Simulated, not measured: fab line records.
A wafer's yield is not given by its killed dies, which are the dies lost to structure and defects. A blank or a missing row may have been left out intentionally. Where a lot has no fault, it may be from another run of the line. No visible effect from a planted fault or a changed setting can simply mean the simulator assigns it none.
fab line records | flow nand_harc
record: lots: 6 | wafers: 18 | last_day: 33
route steps=1302 shown A_SOURCE_PLATE@414 A_ONON_D1@424 END@1302
lots that met no fault: taken from a fault-free run of the same line
start_h: start of the lot's first displayed wafer, in hours after the record's first day | wait_h: hours elapsed since this lot's preceding step | " the same as in the row above | L1.1+2: several wafers, shown together as one row | - no value present, or no start provided | * or withheld: withheld | < > ~ a bound
route shown NAME@n: NAME is a module with steps in the file, n the number in the route of the first one | usual: the fault-free wafers' mean and standard deviation | same: alike in all rows | chamber/n: place in a boat | sites: readings site by site | _std_site: standard deviation of those values | _edge_site: outer sites' mean less inner sites' | radius_mm: how far each site lies from the wafer's centre | mask NAME#n: copy n | behind: the last tool/chamber to shape the wafer | hold: reason for holding the lot/hours on hold/outcome of the hold | device: the transistor (n, p or np) that didn't switch | end of line: tests of these same wafers at the route's end | a step without rows: its recipe alone | killed: not the wafer's yield, but the dies lost to structure and defects at the first sort | map: dies across one wafer; x = killed, . = not, _ = none there
set.NAME: setting as actually run; set.NAME@STEP: the setting as run at that earlier step | model.NAME: the simulator's own value behind a step, which no gauge read
lots at some steps of the route; a table a step, a row a wafer
services: the hour from which a tool's chamber was out of use, counted from the record's first day as start_h (under 0 if before that day), plus the number of hours and why
== steps ==
step: NHARC_A_SOURCE_PLATE_SRD_01
step: NHARC_A_SOURCE_PLATE_OXIDE_02
recipe: target_thk_a: 100 | temp_c: 900 | ox_time_s: 1362 | material: SiO2
step: NHARC_A_SOURCE_PLATE_THK_MEAS_09
recipe: thk_meas_gauge: ellipsometry
usual: thk_nm: 9.9/0.96
lot.wafer | tool          | chamber | start_h | wait_h | thk_nm
L617.3    | film_metro-01 | -       | 205.14  | 0.4    | 10.9
L617.4    | "             | -       | "       | "      | 9.6
L617.5    | "             | -       | "       | "      | 11.1
L622.2    | film_metro-01 | -       | 262.69  | 0.4    | 11.2
L622.3    | "             | -       | "       | "      | 8.5
L622.5    | "             | -       | "       | "      | 9.1
L626.1    | film_metro-02 | -       | 289.97  | 0.4    | 10.4
L626.2    | "             | -       | "       | "      | 8.4
L626.6    | "             | -       | "       | "      | 9.7
L630.1    | film_metro-02 | -       | 334.36  | 0.4    | 10.4
L630.5    | "             | -       | "       | "      | 9.8
L630.6    | "             | -       | "       | "      | 10.7
L633.1    | film_metro-02 | -       | 367.83  | 0.4    | 10.9
L633.2    | "             | -       | "       | "      | 10.3
L633.3    | "             | -       | "       | "      | 9.0
L634.2    | film_metro-01 | -       | 379.04  | 0.4    | 11.4
L634.3    | "             | -       | "       | "      | 8.7
L634.5    | "             | -       | "       | "      | 13.2
step: NHARC_A_SOURCE_PLATE_PVD_04
recipe: target_thk_a: 500 | material: WSi2
step: NHARC_A_SOURCE_PLATE_CVD_03
recipe: target_thk_a: 2000 | temp_c: 620 | pressure_mtorr: 200 | time_s: 4000 | material: poly-Si
step: NHARC_A_SOURCE_PLATE_ANNEAL_05
recipe: temp_c: 850 | time_s: 1800
step: NHARC_A_SOURCE_PLATE_THK_MEAS_06
recipe: thk_meas_gauge: ellipsometry
usual: thk_nm: 199.8/2.2
lot.wafer | tool          | chamber | start_h | wait_h | thk_nm
L617.3    | film_metro-02 | -       | 217.58  | 0.4    | 199.8
L617.4    | "             | -       | "       | "      | 202.2
L617.5    | "             | -       | "       | "      | 203.4
L622.2    | film_metro-01 | -       | 275.16  | 0.4    | 200.5
L622.3    | "             | -       | "       | "      | 199.6
L622.5    | "             | -       | "       | "      | 199.4
L626.1    | film_metro-02 | -       | 305.07  | 0.4    | 199.4
L626.2    | "             | -       | "       | "      | 199.3
L626.6    | "             | -       | "       | "      | 196.8
L630.1    | film_metro-01 | -       | 347.47  | 0.4    | 197.2
L630.5    | "             | -       | "       | "      | 197.5
L630.6    | "             | -       | "       | "      | 198.1
L633.1    | film_metro-01 | -       | 380.36  | 0.4    | 197.5
L633.2    | "             | -       | "       | "      | 199.2
L633.3    | "             | -       | "       | "      | 198.3
L634.2    | film_metro-01 | -       | 393.27  | 0.4    | 203.0
L634.3    | "             | -       | "       | "      | 205.8
L634.5    | "             | -       | "       | "      | 203.8
step: NHARC_A_SOURCE_PLATE_INSPECT_08
usual: raw_defect_count: 54/21
lot.wafer | tool              | chamber | start_h | wait_h | raw_defect_count
L617.3    | defect_inspect-01 | -       | 217.69  | 0.0    | 47
L617.4    | "                 | -       | "       | "      | 56
L617.5    | "                 | -       | "       | "      | 60
L622.2    | defect_inspect-01 | -       | 275.24  | 0.1    | 52
L622.3    | "                 | -       | "       | "      | 57
L622.5    | "                 | -       | "       | "      | 50
L626.1    | defect_inspect-02 | -       | 305.15  | 0.0    | 53
L626.2    | "                 | -       | "       | "      | 41
L626.6    | "                 | -       | "       | "      | 69
L630.1    | defect_inspect-01 | -       | 347.55  | 0.0    | 36
L630.5    | "                 | -       | "       | "      | 29
L630.6    | "                 | -       | "       | "      | 65
L633.1    | defect_inspect-01 | -       | 380.43  | 0.0    | 28
L633.2    | "                 | -       | "       | "      | 47
L633.3    | "                 | -       | "       | "      | 69
L634.2    | defect_inspect-02 | -       | 393.35  | 0.0    | 46
L634.3    | "                 | -       | "       | "      | 24
L634.5    | "                 | -       | "       | "      | 23
step: NHARC_A_ONON_D1_DEP_00
recipe: target_thk_a: 10000 | n2_flow_sccm: 2750 | n2o_flow_sccm: 2000 | nh3_flow_sccm: 500 | sih4_flow_sccm: 210 | temp_c: 400
step: NHARC_A_ONON_D1_THK_MEAS_02
recipe: thk_meas_gauge: ellipsometry
usual: thk_nm: 1001/9.1
lot.wafer | tool          | chamber | start_h | wait_h | thk_nm
L617.3    | film_metro-01 | -       | 218.27  | -      | 981
L617.4    | "             | -       | "       | "      | 981
L617.5    | "             | -       | "       | "      | 981
L622.2    | film_metro-02 | -       | 275.82  | -      | 1000
L622.3    | "             | -       | "       | "      | 1001
L622.5    | "             | -       | "       | "      | 1001
L626.1    | film_metro-02 | -       | 305.91  | -      | 997
L626.2    | "             | -       | "       | "      | 995
L626.6    | "             | -       | "       | "      | 996
L630.1    | film_metro-02 | -       | 348.13  | -      | 1012
L630.5    | "             | -       | "       | "      | 1013
L630.6    | "             | -       | "       | "      | 1013
L633.1    | film_metro-01 | -       | 381.01  | -      | 995
L633.2    | "             | -       | "       | "      | 995
L633.3    | "             | -       | "       | "      | 996
L634.2    | film_metro-01 | -       | 393.93  | -      | 1005
L634.3    | "             | -       | "       | "      | 1005
L634.5    | "             | -       | "       | "      | 1006
step: NHARC_A_ONON_D1_DEP_03
recipe: target_thk_a: 10000 | n2_flow_sccm: 2750 | n2o_flow_sccm: 2000 | nh3_flow_sccm: 500 | sih4_flow_sccm: 210 | temp_c: 400
usual: n2_flow_sccm: 2750/6.7 | sih4_flow_sccm: 209.9/0.54
lot.wafer | tool          | chamber | start_h | wait_h | n2_flow_sccm | sih4_flow_sccm
L617.3    | pecvd_onon-04 | 0       | 218.44  | 0.2    | 2764         | 209.4
L617.4    | "             | 0       | "       | "      | 2754         | 210.0
L617.5    | "             | 0       | "       | "      | 2752         | 209.8
L622.2    | pecvd_onon-04 | 0       | 275.94  | 0.1    | 2748         | 209.0
L622.3    | "             | 0       | "       | "      | 2753         | 210.0
L622.5    | "             | 0       | "       | "      | 2755         | 209.8
L626.1    | pecvd_onon-04 | 0       | 305.97  | 0.1    | 2751         | 210.0
L626.2    | "             | 0       | "       | "      | 2748         | 210.4
L626.6    | "             | 0       | "       | "      | 2751         | 209.3
L630.1    | pecvd_onon-03 | 0       | 348.19  | 0.1    | 2748         | 209.5
L630.5    | "             | 0       | "       | "      | 2754         | 209.5
L630.6    | "             | 0       | "       | "      | 2749         | 208.9
L633.1    | pecvd_onon-04 | 0       | 381.06  | 0.1    | 2746         | 209.3
L633.2    | "             | 0       | "       | "      | 2742         | 209.3
L633.3    | "             | 0       | "       | "      | 2746         | 209.4
L634.2    | pecvd_onon-02 | 0       | 394.04  | 0.1    | 2757         | 209.8
L634.3    | "             | 0       | "       | "      | 2743         | 210.0
L634.5    | "             | 0       | "       | "      | 2755         | 209.6
step: NHARC_A_ONON_D1_THK_MEAS_05
recipe: thk_meas_gauge: ellipsometry
usual: thk_nm: 999/12
lot.wafer | tool          | chamber | start_h | wait_h | thk_nm
L617.3    | film_metro-01 | -       | 218.83  | -      | 990
L617.4    | "             | -       | "       | "      | 991
L617.5    | "             | -       | "       | "      | 992
L622.2    | film_metro-02 | -       | 276.39  | -      | 456
L622.3    | "             | -       | "       | "      | 457
L622.5    | "             | -       | "       | "      | 455
L626.1    | film_metro-01 | -       | 306.47  | -      | 463
L626.2    | "             | -       | "       | "      | 461
L626.6    | "             | -       | "       | "      | 462
L630.1    | film_metro-02 | -       | 348.69  | -      | 1006
L630.5    | "             | -       | "       | "      | 1006
L630.6    | "             | -       | "       | "      | 1005
L633.1    | film_metro-01 | -       | 381.57  | -      | 1001
L633.2    | "             | -       | "       | "      | 1002
L633.3    | "             | -       | "       | "      | 1004
L634.2    | film_metro-01 | -       | 394.49  | -      | 992
L634.3    | "             | -       | "       | "      | 992
L634.5    | "             | -       | "       | "      | 993
step: NHARC_A_ONON_D1_DEP_06
recipe: target_thk_a: 10000 | n2_flow_sccm: 2750 | n2o_flow_sccm: 2000 | nh3_flow_sccm: 500 | sih4_flow_sccm: 210 | temp_c: 400
step: NHARC_END_SORT_01
recipe: temp_c: 25
usual: killed_at_array: 54/16 | killed_at_other: 0.6/0.86 | killed_at_periphery: 3.8/2.6 | killed_dies: 58/16 | killed_open: 3.3/1.8 | killed_short: 2.7/1.7
same: gross_dies: 677
lot.wafer | tool      | chamber | start_h | wait_h | killed_at_array | killed_at_other | killed_at_periphery | killed_dies | killed_open | killed_short
L617.3    | prober-02 | 0       | 604.04  | 3.1    | 78              | 0               | 6                   | 84          | 5           | 5
L617.4    | prober-02 | 0       | 604.83  | 3.4    | 89              | 0               | 4                   | 93          | 3           | 5
L617.5    | prober-02 | 0       | 605.62  | 3.7    | 57              | 0               | 0                   | 57          | 3           | 2
L622.2    | prober-01 | 0       | 663.52  | 2.8    | 670             | 0               | 7                   | 677         | 1           | 1
L622.3    | prober-01 | 0       | 664.33  | 3.1    | 668             | 0               | 9                   | 677         | 0           | 2
L622.5    | prober-01 | 0       | 665.94  | 3.7    | 675             | 0               | 2                   | 677         | 3           | 1
L626.1    | prober-01 | 0       | 700.78  | 2.5    | 672             | 1               | 4                   | 677         | 0           | 4
L626.2    | prober-01 | 0       | 701.57  | 2.8    | 675             | 1               | 1                   | 677         | 1           | 5
L626.6    | prober-01 | 0       | 704.76  | 4.0    | 672             | 0               | 5                   | 677         | 2           | 4
killed by level:class
L617.3 A_CHANNEL_HOLE_D1:chamber_film_flake=36 A_CHANNEL_HOLE_D2:chamber_film_flake=31 A_CHANNEL_FILL_D2:geometric_particle:short=3 A_STAIRCASE:chamber_film_flake=3 P_CONTACT:geometric_particle:open=2 A_CONTACT:chamber_film_flake=2 P_ZERO_WELL:geometric_particle:short=1 P_CONTACT:geometric_particle:short=1
L617.4 A_CHANNEL_HOLE_D2:chamber_film_flake=43 A_CHANNEL_HOLE_D1:chamber_film_flake=35 P_M0:geometric_particle:short=2 A_CHANNEL_FILL_D2:geometric_particle:short=2 A_STAIRCASE:chamber_film_flake=2 A_CONTACT:chamber_film_flake=2 P_CONTACT:geometric_particle:short=1 A_SOURCE_PLATE:geometric_particle:open=1
L617.5 A_CHANNEL_HOLE_D1:chamber_film_flake=26 A_CHANNEL_HOLE_D2:chamber_film_flake=20 A_STAIRCASE:chamber_film_flake=3 A_BLC:geometric_particle:open=2 A_WL_FILL:geometric_particle:short=1 A_CONTACT:geometric_particle:open=1 A_BLC:geometric_particle:short=1 A_CHANNEL_FILL_D1:chamber_film_flake=1
L622.2 A_ONON_D1:area_dep=599 A_CHANNEL_HOLE_D1:chamber_film_flake=25 A_SLIT:chamber_film_flake=21 A_CHANNEL_HOLE_D2:chamber_film_flake=14 A_BLC:chamber_film_flake=7 P_GATE:chamber_film_flake=6 A_STAIRCASE:chamber_film_flake=2 P_CONTACT:geometric_particle:open=1
L622.3 A_ONON_D1:area_dep=597 A_CHANNEL_HOLE_D1:chamber_film_flake=31 A_SLIT:chamber_film_flake=18 P_GATE:chamber_film_flake=6 A_CHANNEL_HOLE_D2:chamber_film_flake=6 A_CONTACT:chamber_film_flake=5 A_WL_FILL:chamber_film_flake=4 A_STAIRCASE:chamber_film_flake=3
L622.5 A_ONON_D1:area_dep=591 A_CHANNEL_HOLE_D1:chamber_film_flake=31 A_SLIT:chamber_film_flake=20 A_CHANNEL_HOLE_D2:chamber_film_flake=12 A_STAIRCASE:chamber_film_flake=5 A_BLC:chamber_film_flake=4 A_CONTACT:chamber_film_flake=4 P_GATE:chamber_film_flake=2
L626.1 A_ONON_D1:area_dep=636 A_CHANNEL_HOLE_D2:chamber_film_flake=16 A_CHANNEL_HOLE_D1:chamber_film_flake=5 A_SLIT:chamber_film_flake=4 A_CONTACT:chamber_film_flake=3 A_DECK1_JOINT:geometric_particle:short=2 A_WL_FILL:geometric_particle:short=2 P_M1:chamber_film_flake=2
L626.2 A_ONON_D1:area_dep=635 A_CHANNEL_HOLE_D2:chamber_film_flake=13 A_SLIT:chamber_film_flake=9 A_CHANNEL_HOLE_D1:chamber_film_flake=5 A_STAIRCASE:chamber_film_flake=3 A_M1:chamber_film_flake=3 A_CONTACT:chamber_film_flake=2 A_ONON_D1:geometric_particle:short=1
L626.6 A_ONON_D1:area_dep=628 A_CHANNEL_HOLE_D2:chamber_film_flake=16 A_CHANNEL_HOLE_D1:chamber_film_flake=8 A_SLIT:chamber_film_flake=8 A_CONTACT:chamber_film_flake=3 A_ONON_D1:geometric_particle:open=2 P_STI:chamber_film_flake=2 A_STAIRCASE:chamber_film_flake=2
map L622.2 (x killed, . not)
____________x____________
_________xxxxxxx_________
_______xxxxxxxxxxx_______
______xxxxxxxxxxxxx______
_____xxxxxxxxxxxxxxx_____
____xxxxxxxxxxxxxxxxx____
____xxxxxxxxxxxxxxxxx____
___xxxxxxxxxxxxxxxxxxx___
___xxxxxxxxxxxxxxxxxxx___
__xxxxxxxxxxxxxxxxxxxxx__
__xxxxxxxxxxxxxxxxxxxxx__
_xxxxxxxxxxxxxxxxxxxxxxx_
_xxxxxxxxxxxxxxxxxxxxxxx_
_xxxxxxxxxxxxxxxxxxxxxxx_
_xxxxxxxxxxxxxxxxxxxxxxx_
_xxxxxxxxxxxxxxxxxxxxxxx_
xxxxxxxxxxxxxxxxxxxxxxxxx
xxxxxxxxxxxxxxxxxxxxxxxxx
xxxxxxxxxxxxxxxxxxxxxxxxx
xxxxxxxxxxxxxxxxxxxxxxxxx
xxxxxxxxxxxxxxxxxxxxxxxxx
_xxxxxxxxxxxxxxxxxxxxxxx_
_xxxxxxxxxxxxxxxxxxxxxxx_
_xxxxxxxxxxxxxxxxxxxxxxx_
_xxxxxxxxxxxxxxxxxxxxxxx_
_xxxxxxxxxxxxxxxxxxxxxxx_
__xxxxxxxxxxxxxxxxxxxxx__
__xxxxxxxxxxxxxxxxxxxxx__
___xxxxxxxxxxxxxxxxxxx___
___xxxxxxxxxxxxxxxxxxx___
____xxxxxxxxxxxxxxxxx____
____xxxxxxxxxxxxxxxxx____
_____xxxxxxxxxxxxxxx_____
______xxxxxxxxxxxxx______
_______xxxxxxxxxxx_______
_________xxxxxxx_________
____________x____________
map L626.1 (x killed, . not)
____________x____________
_________xxxxxxx_________
_______xxxxxxxxxxx_______
______xxxxxxxxxxxxx______
_____xxxxxxxxxxxxxxx_____
____xxxxxxxxxxxxxxxxx____
____xxxxxxxxxxxxxxxxx____
___xxxxxxxxxxxxxxxxxxx___
___xxxxxxxxxxxxxxxxxxx___
__xxxxxxxxxxxxxxxxxxxxx__
__xxxxxxxxxxxxxxxxxxxxx__
_xxxxxxxxxxxxxxxxxxxxxxx_
_xxxxxxxxxxxxxxxxxxxxxxx_
_xxxxxxxxxxxxxxxxxxxxxxx_
_xxxxxxxxxxxxxxxxxxxxxxx_
_xxxxxxxxxxxxxxxxxxxxxxx_
xxxxxxxxxxxxxxxxxxxxxxxxx
xxxxxxxxxxxxxxxxxxxxxxxxx
xxxxxxxxxxxxxxxxxxxxxxxxx
xxxxxxxxxxxxxxxxxxxxxxxxx
xxxxxxxxxxxxxxxxxxxxxxxxx
_xxxxxxxxxxxxxxxxxxxxxxx_
_xxxxxxxxxxxxxxxxxxxxxxx_
_xxxxxxxxxxxxxxxxxxxxxxx_
_xxxxxxxxxxxxxxxxxxxxxxx_
_xxxxxxxxxxxxxxxxxxxxxxx_
__xxxxxxxxxxxxxxxxxxxxx__
__xxxxxxxxxxxxxxxxxxxxx__
___xxxxxxxxxxxxxxxxxxx___
___xxxxxxxxxxxxxxxxxxx___
____xxxxxxxxxxxxxxxxx____
____xxxxxxxxxxxxxxxxx____
_____xxxxxxxxxxxxxxx_____
______xxxxxxxxxxxxx______
_______xxxxxxxxxxx_______
_________xxxxxxx_________
____________x____________
== services ==
tool          | chamber | start_h | hours | kind
pecvd_onon-02 | -       | 205.72  | 8.5   | repair
pecvd_onon-03 | -       | 227.20  | 13.0  | pm
pecvd_onon-04 | -       | 311.08  | 13.0  | pm
pecvd_onon-02 | -       | 366.12  | 13.0  | pm
== key ==
first_sign: step: NHARC_A_ONON_D1_THK_MEAS_05 | reading: thk_nm | direction: down | sigmas: 47 | usual: 999 | struck: 459
effect: step: NHARC_END_SORT_01 | reading: killed_at_array | direction: up | sigmas: 39 | usual: 54 | struck: 672
more_kills_born_at: NHARC_A_ONON_D1_DEP_03@pecvd_onon-04: 3686
met_at NHARC_A_ONON_D1_DEP_03
struck_wafers L622.2,L622.3,L622.5,L626.1,L626.2,L626.6
later_rows_left_out L622.2,L622.3,L622.5,L626.1,L626.2,L626.6
tester_left_out L622,L626
onset_between 218.44 275.94
fault: kind: process_parameter_drift | tool: pecvd_onon-04 | chamber: 0 | onset_h: 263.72 | steps: NHARC_A_ONON_D1_DEP_03 | channel: target_thk_a | offset: * | shape: step | end_h: 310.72 | acts_in: * | stated: *
tester_left_out: of these lots the tester's yield and bins aren't shown, on N5 and GAA mostly nor the transistor test; their killed dies are dies lost to structure and defects alone, not to doping, threshold or leakage, so they don't give the yield
later_rows_left_out: the simulator's readings of these wafers behind a module that went badly wrong aren't trusted and aren't shown, but for the sort
